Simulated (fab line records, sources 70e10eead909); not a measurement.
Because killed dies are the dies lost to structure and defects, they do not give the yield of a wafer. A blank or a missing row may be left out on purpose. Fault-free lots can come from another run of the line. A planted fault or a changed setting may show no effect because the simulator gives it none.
Matching of chambers / flow nand_harc / 4 sister chambers for NHARC_P_M1_CMP_23 on cmp-01
The step polishes, t overpolish 20 s, target thk 157.82 nm. 4 wafers are shown with their chamber, then 7 later ones without.

WAFERS, EACH WITH ITS CHAMBER
wafer=L085.1; chamber=1; motor_current_A (A)=11.3
wafer=L087.6; chamber=3; motor_current_A (A)=14.1
wafer=L090.1; chamber=2; motor_current_A (A)=10.5
wafer=L090.2; chamber=0; motor_current_A (A)=12.2

WAFERS WITHOUT THEIR CHAMBER
wafer=L090.6; motor_current_A (A)=11.3
wafer=L096.2; motor_current_A (A)=11.2
wafer=L096.3; motor_current_A (A)=13.4
wafer=L096.4; motor_current_A (A)=11.4
wafer=L097.2; motor_current_A (A)=11.6
wafer=L097.3; motor_current_A (A)=11.2
wafer=L097.6; motor_current_A (A)=14.1

THE CHAMBER EACH PASSED THROUGH
wafer=L090.6; from the rows above=1; in truth=1
wafer=L096.2; from the rows above=1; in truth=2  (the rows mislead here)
wafer=L096.3; from the rows above=can't be placed: 3 or 0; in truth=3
wafer=L096.4; from the rows above=1; in truth=1
wafer=L097.2; from the rows above=can't be placed: 1 or 0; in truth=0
wafer=L097.3; from the rows above=1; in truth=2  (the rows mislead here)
wafer=L097.6; from the rows above=3; in truth=3
3 of 7 placed correctly. Unplaceable from these rows: 2, with the true chamber sitting among the candidates in 2. Placed wrongly: 2.
How it was worked out, from the rows above alone: a wafer's distance from a chamber is the root of the sum, over the readings, of the square of ((its reading less the chamber's mean) divided by the reading's scatter). If the next closest chamber is less than 2 further off than the closest, the wafer can't be placed; otherwise it belongs to the closest. A chamber's mean is the mean of its shown wafers. The scatter: with one shown wafer a chamber, the root of the mean of the squares of how far each hidden wafer lies from its nearest shown one.
